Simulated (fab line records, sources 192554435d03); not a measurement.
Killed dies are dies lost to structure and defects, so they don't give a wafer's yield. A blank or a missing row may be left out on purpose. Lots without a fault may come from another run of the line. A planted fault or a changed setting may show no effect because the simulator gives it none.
fab line records | flow n5_finfet
record lots=7 wafers=21
route steps=1938 shown PASSIVATION@1908
start_h: hours from the record's first day to the start of the lot's first wafer shown | wait_h: hours since the lot's step before | " the same as in the row above | L1.1+2: a row that stands for several wafers | - no value, or no start given | * or withheld: withheld | < > ~ a bound
route shown NAME@n: a module of which the file shows steps, and the number in the route of the first | usual: mean/standard deviation of fault-free wafers | same: alike in all rows | chamber/n: place in a boat | sites: the reading at each site | _std_site: their standard deviation | _edge_site: outer sites' mean less inner sites' | radius_mm: how far each site lies from the wafer's centre | mask NAME#n: copy n | behind: the tool/chamber that last shaped the wafer | hold: why the lot was held/for how many hours/how that ended | device: the transistor (n, p or np) that didn't switch | end of line: the same wafers' tests at the end of the route | a step without rows: its recipe alone | killed: dies lost to structure and defects at the first sort, not the wafer's yield | map: a wafer's dies, x killed, . not, _ none there
set.NAME: the setting as run; set.NAME@STEP: as run at that earlier step | model.NAME: the simulator's own value behind a step, which no gauge read
lots whose settings were changed on purpose; a table a step, a row a wafer
## steps
# step N5_PASSIVATION_DESCUM_32
# recipe chemistry=O2 time_s=7.9 source_power_w=50 bias_power_w=20 pressure_mtorr=20 rf_frequency_hz=2.712e+07 temp_c=40 o2_flow_sccm=225
# columns lot.wafer tool chamber start_h wait_h set.time_s
L076.1+5 rie_diel-06 2,0 300.74 0.0 7.9
L076.3 " 1 " " 7.152
L078.4+5+6 rie_diel-01 1,1,2 311.70 0.2 7.9
L080.2+4+6 rie_diel-01 0,1,1 314.72 0.0 7.9
L081.4 rie_diel-01 2 335.63 0.4 7.31
L081.5+6 " 3,0 " " 7.9
L084.1+6 rie_diel-05 1,0 338.25 0.0 6.68
L084.4 " 1 " " 7.9
L086.2+5+6 rie_diel-05 3,0,2 367.42 0.1 7.9
L092.2+3+4 rie_diel-06 0,2,3 390.42 0.2 7.9
# step N5_PASSIVATION_AL_ETCH_33
# recipe chemistry=Cl2/BCl3 target_depth_a=28000 over_etch_frac=0.15 Cl2_flow_sccm=180 bcl3_flow_sccm=60 target=Al stop_on=TaN time_s=466.7 ion_energy_ev=100 pressure_mtorr=10 icp_w=900 bias_w=100
# step N5_PASSIVATION_ETCH_59
# recipe chemistry=Cl2/BCl3 target=TaN target_depth_a=650 time_s=34.9 ion_energy_ev=100 pressure_mtorr=10 icp_w=900 bias_w=100 Cl2_flow_sccm=60 bcl3_flow_sccm=30
# step N5_PASSIVATION_SRD_72
# recipe dry=ipa_marangoni time_s=30 temp_c=23 rinse_liquid=diw
# step N5_PASSIVATION_ANNEAL_56
# recipe temp_c=400 time_s=1800 ambient=FGA idle_temp_c=300 ramp_up_c_per_min=5 ramp_down_c_per_min=3
# step N5_PASSIVATION_PROBE_49
# usual defect_limited_yield=91.4/1.4 killed_at_M0_to_M3=33/11 killed_at_M4_up=13/5.3 killed_at_contacts=13/6.1 killed_at_front_end=40/11 killed_at_other=2.9/2.7 killed_dies=102/17 killed_open=68/13 killed_short=32/7.5 sort_bin_5_function=5.1/0.98 sort_bin_6_memory=3.2/0.69 sort_n_pass=1077/21 sort_yield_pct=91.3/1.7
# same gross_dies=1180 killed_at_back_side=0 sort_bin_4_leakage[%]=0 sort_bin_8_speed[%]=0
# columns lot.wafer tool chamber start_h wait_h set.dose_mj@PASSIVATION_EXPOSE_27 defect_limited_yield[%] killed_at_M0_to_M3 killed_at_M4_up killed_at_contacts killed_at_front_end killed_at_other killed_dies killed_open killed_short sort_bin_5_function[%] sort_bin_6_memory[%] sort_n_pass sort_yield_pct[%]
L076.1 prober-01 - 305.52 0.0 30.06 88.1 31 15 14 80 1 141 56 32 7.4 4.1 1039 88.1
L076.3 prober-01 - 305.62 0.1 30.06 84.0 24 46 22 95 2 189 67 41 7.1 5.1 991 84.0
L076.5 prober-01 - 305.72 0.2 32.3 88.5 32 42 28 31 3 136 68 36 6.0 2.6 1044 88.5
L078.4 prober-02 - 316.92 0.2 32.3 89.6 45 18 14 44 2 123 79 41 7.4 2.6 1057 89.6
L078.5 prober-02 - 316.97 0.2 32.3 91.7 40 12 10 34 2 98 59 39 4.9 3.0 1082 91.7
L078.6 prober-02 - 317.02 0.3 32.3 90.4 26 14 7 65 1 113 79 34 5.3 3.8 1067 90.4
L080.2 prober-02 - 320.49 0.1 32.3 11.7 44 15 19 963 1 1042 61 37 60.8 17.9 138 11.7
L080.4 prober-02 - 320.59 0.2 32.3 12.0 16 14 16 991 1 1038 51 19 63.1 16.6 142 12.0
L080.6 prober-02 - 320.69 0.3 34.29 89.9 22 30 37 29 1 119 56 28 6.6 3.1 1061 89.9
L081.4 prober-02 - 340.68 0.2 34.13 84.1 44 17 73 52 2 188 86 46 10.0 5.2 992 84.1
L081.5 prober-02 - 340.73 0.2 32.3 92.1 39 21 8 22 3 93 60 32 4.9 2.3 1087 92.1
L081.6 prober-02 - 340.78 0.3 34.13 89.4 49 21 12 38 5 125 75 45 6.5 3.8 1055 89.4
L084.1 prober-01 - 343.56 0.0 32.3 91.3 18 7 51 25 2 103 55 16 5.6 3.1 1077 91.3
L084.4 prober-01 - 343.71 0.2 33.66 92.5 21 10 25 30 3 89 58 30 5.1 1.9 1091 92.5
L084.6 prober-01 - 343.81 0.3 33.66 90.8 16 16 45 31 1 109 53 28 5.7 3.1 1071 90.8
L086.2 prober-02 - 372.38 0.1 32.3 90.5 35 21 9 45 2 112 69 29 5.6 3.6 1068 90.5
L086.5 prober-02 - 372.53 0.2 31.58 92.7 36 12 5 29 4 86 53 31 4.7 2.5 1094 92.7
L086.6 prober-02 - 372.58 0.3 32.3 85.2 23 19 80 52 1 175 67 32 8.0 6.1 1005 85.2
L092.2 prober-02 - 395.53 0.1 32.96 83.3 21 16 9 146 5 197 68 42 9.6 6.7 983 83.3
L092.3 prober-02 - 395.58 0.1 32.3 86.6 16 14 8 119 1 158 54 31 7.8 4.7 1022 86.6
L092.4 prober-02 - 395.63 0.2 32.96 87.9 22 11 51 58 1 143 70 42 7.3 4.2 1037 87.9
# killed by level:class
L076.1 GATE_CUT:area_expose=48 MOL_CONTACT_COAG:geometric_particle:open=11 FIN_SAQP:geometric_particle:open=10 BEOL_M3:geometric_particle:open=9 FIN_SAQP:geometric_particle:short=6 BEOL_M1:geometric_particle:open=5 STARTING-WAFER:geometric_particle:short=4 BEOL_M4:geometric_particle:open=4
L076.3 GATE_CUT:area_expose=42 BEOL_M11:area_peb=36 FIN_SAQP:geometric_particle:open=19 FIN_SAQP:geometric_particle:short=13 MOL_CONTACT_COAG:geometric_particle:open=13 MOL_CONTACT_COAG:geometric_particle:short=9 BEOL_M3:geometric_particle:open=6 BEOL_M4:geometric_particle:open=6
L076.5 BEOL_M11:area_peb=32 MOL_CONTACT_COAG:geometric_particle:open=22 FIN_SAQP:geometric_particle:open=10 STI_FIN_REVEAL:geometric_particle:open=9 BEOL_M0_SAQP:geometric_particle:short=7 MOL_CONTACT_COAG:geometric_particle:short=6 BEOL_M4:geometric_particle:open=6 BEOL_M0_SAQP:geometric_particle:open=5
L078.4 MOL_CONTACT_COAG:geometric_particle:open=13 STI_FIN_REVEAL:geometric_particle:open=12 BEOL_M0_SAQP:geometric_particle:open=12 BEOL_M0_SAQP:geometric_particle:short=10 BEOL_M4:geometric_particle:open=8 FIN_SAQP:geometric_particle:open=7 BEOL_M1:geometric_particle:open=6 FIN_SAQP:geometric_particle:short=5
L078.5 BEOL_M0_SAQP:geometric_particle:open=11 BEOL_M0_SAQP:geometric_particle:short=10 FIN_SAQP:geometric_particle:open=8 BEOL_M3:geometric_particle:open=8 MOL_CONTACT_COAG:geometric_particle:open=7 FIN_SAQP:geometric_particle:short=6 STI_FIN_REVEAL:geometric_particle:open=6 BEOL_M1:geometric_particle:open=5
L078.6 STI_FIN_REVEAL:geometric_particle:open=21 FIN_SAQP:geometric_particle:open=11 BEOL_M4:geometric_particle:open=9 FIN_SAQP:geometric_particle:short=8 BEOL_M0_SAQP:geometric_particle:short=7 MOL_CONTACT_COAG:geometric_particle:open=6 BEOL_M0_SAQP:geometric_particle:open=6 STARTING-WAFER:geometric_particle:open=6
L080.2 GATE_CUT:area_expose=942 MOL_CONTACT_COAG:geometric_particle:open=16 BEOL_M0_SAQP:geometric_particle:short=12 GATE_CUT:geometric_particle:short=8 BEOL_M0_SAQP:geometric_particle:open=8 BEOL_M4:geometric_particle:open=7 BEOL_M3:geometric_particle:open=5 BEOL_M2:geometric_particle:open=5
L080.4 GATE_CUT:area_expose=965 MOL_CONTACT_COAG:geometric_particle:open=9 FIN_SAQP:geometric_particle:open=8 BEOL_M4:geometric_particle:open=7 MOL_CONTACT_COAG:geometric_particle:short=6 BEOL_M1:geometric_particle:open=5 GATE_CUT:geometric_particle:short=4 BEOL_M0_SAQP:geometric_particle:open=4
L080.6 MOL_CONTACT_COAG:area_expose=21 MOL_CONTACT_COAG:geometric_particle:open=15 BEOL_M11:area_peb=12 BEOL_M4:geometric_particle:short=7 BEOL_M1:geometric_particle:open=6 BEOL_M4:geometric_particle:open=6 GATE_CUT:geometric_particle:short=5 BEOL_M5:geometric_particle:open=5
L081.4 MOL_CONTACT_COAG:area_expose=54 MOL_CONTACT_COAG:geometric_particle:open=15 BEOL_M2:geometric_particle:open=14 STI_FIN_REVEAL:geometric_particle:open=12 FIN_SAQP:geometric_particle:open=11 FIN_SAQP:geometric_particle:short=10 BEOL_M0_SAQP:geometric_particle:short=9 BEOL_M0_SAQP:geometric_particle:open=9
L081.5 BEOL_M2:geometric_particle:open=12 BEOL_M4:geometric_particle:open=11 BEOL_M0_SAQP:geometric_particle:short=8 FIN_SAQP:geometric_particle:short=7 MOL_CONTACT_COAG:geometric_particle:open=5 BEOL_M0_SAQP:geometric_particle:open=5 BEOL_M3:geometric_particle:open=5 DUMMY_GATE:geometric_particle:open=3
L081.6 BEOL_M0_SAQP:geometric_particle:short=14 BEOL_M4:geometric_particle:open=12 BEOL_M2:geometric_particle:open=10 MOL_CONTACT_COAG:geometric_particle:open=9 BEOL_M0_SAQP:geometric_particle:open=9 FIN_SAQP:geometric_particle:open=7 FIN_SAQP:geometric_particle:short=6 BEOL_M2:geometric_particle:short=6
L084.1 MOL_CONTACT_COAG:area_expose=32 MOL_CONTACT_COAG:geometric_particle:open=17 BEOL_M1:geometric_particle:open=6 STI_FIN_REVEAL:geometric_particle:open=5 BEOL_M2:geometric_particle:open=5 STARTING-WAFER:geometric_particle:open=4 FIN_SAQP:geometric_particle:open=3 FIN_SAQP:geometric_particle:short=3
L084.4 MOL_CONTACT_COAG:geometric_particle:open=20 FIN_SAQP:geometric_particle:short=10 BEOL_M2:geometric_particle:open=8 GATE_CUT:geometric_particle:short=6 MOL_CONTACT_COAG:geometric_particle:short=5 BEOL_M3:geometric_particle:open=4 FIN_SAQP:geometric_particle:open=3 STI_FIN_REVEAL:geometric_particle:open=3
L084.6 MOL_CONTACT_COAG:area_expose=26 MOL_CONTACT_COAG:geometric_particle:open=17 FIN_SAQP:geometric_particle:short=7 BEOL_M4:geometric_particle:short=6 BEOL_M4:geometric_particle:open=6 DUMMY_GATE:geometric_particle:open=5 FIN_SAQP:geometric_particle:open=4 BEOL_M3:geometric_particle:open=4
L086.2 FIN_SAQP:geometric_particle:open=14 BEOL_M3:geometric_particle:open=8 FIN_SAQP:geometric_particle:short=7 STI_FIN_REVEAL:geometric_particle:open=7 BEOL_M0_SAQP:geometric_particle:short=7 BEOL_M0_SAQP:geometric_particle:open=6 BEOL_M1:geometric_particle:open=6 BEOL_M11:area_peb=6
L086.5 STI_FIN_REVEAL:geometric_particle:open=9 BEOL_M0_SAQP:geometric_particle:short=9 BEOL_M3:geometric_particle:open=8 BEOL_M0_SAQP:geometric_particle:open=6 DUMMY_GATE:geometric_particle:open=5 BEOL_M4:geometric_particle:open=5 STI_FIN_REVEAL:geometric_particle:short=4 BEOL_M4:geometric_particle:short=4
L086.6 MOL_CONTACT_COAG:area_expose=76 FIN_SAQP:geometric_particle:open=14 STI_FIN_REVEAL:geometric_particle:open=12 BEOL_M4:geometric_particle:open=10 FIN_SAQP:geometric_particle:short=9 BEOL_M3:geometric_particle:open=4 MOL_CONTACT_COAG:geometric_particle:open=4 ILD0:geometric_particle:short=3
L092.2 GATE_CUT:area_expose=86 FIN_SAQP:geometric_particle:open=14 FIN_SAQP:geometric_particle:short=11 STI_FIN_REVEAL:geometric_particle:open=11 GATE_CUT:geometric_particle:short=9 BEOL_M4:geometric_particle:open=7 MOL_CONTACT_COAG:geometric_particle:open=5 BEOL_M0_SAQP:geometric_particle:open=5
L092.3 GATE_CUT:area_expose=69 STI_FIN_REVEAL:geometric_particle:open=11 BEOL_M4:geometric_particle:open=9 FIN_SAQP:geometric_particle:open=8 GATE_CUT:geometric_particle:short=6 FIN_SAQP:geometric_particle:short=5 STARTING-WAFER:geometric_particle:short=5 MOL_CONTACT_COAG:geometric_particle:open=5
L092.4 MOL_CONTACT_COAG:area_expose=29 FIN_SAQP:geometric_particle:open=23 MOL_CONTACT_COAG:geometric_particle:open=17 FIN_SAQP:geometric_particle:short=12 BEOL_M0_SAQP:geometric_particle:short=7 STI_FIN_REVEAL:geometric_particle:open=5 BEOL_M0_SAQP:geometric_particle:open=5 MOL_CONTACT_COAG:geometric_particle:short=4
## key
split step=N5_PASSIVATION_DESCUM_32 setting=time_s stated=7.9 by=wafer
response none clear
split outside_this_file step=N5_PASSIVATION_EXPOSE_27 setting=dose_mj
# split outside_this_file: this setting was split too, and the file shows its column; the key of that split is in another file
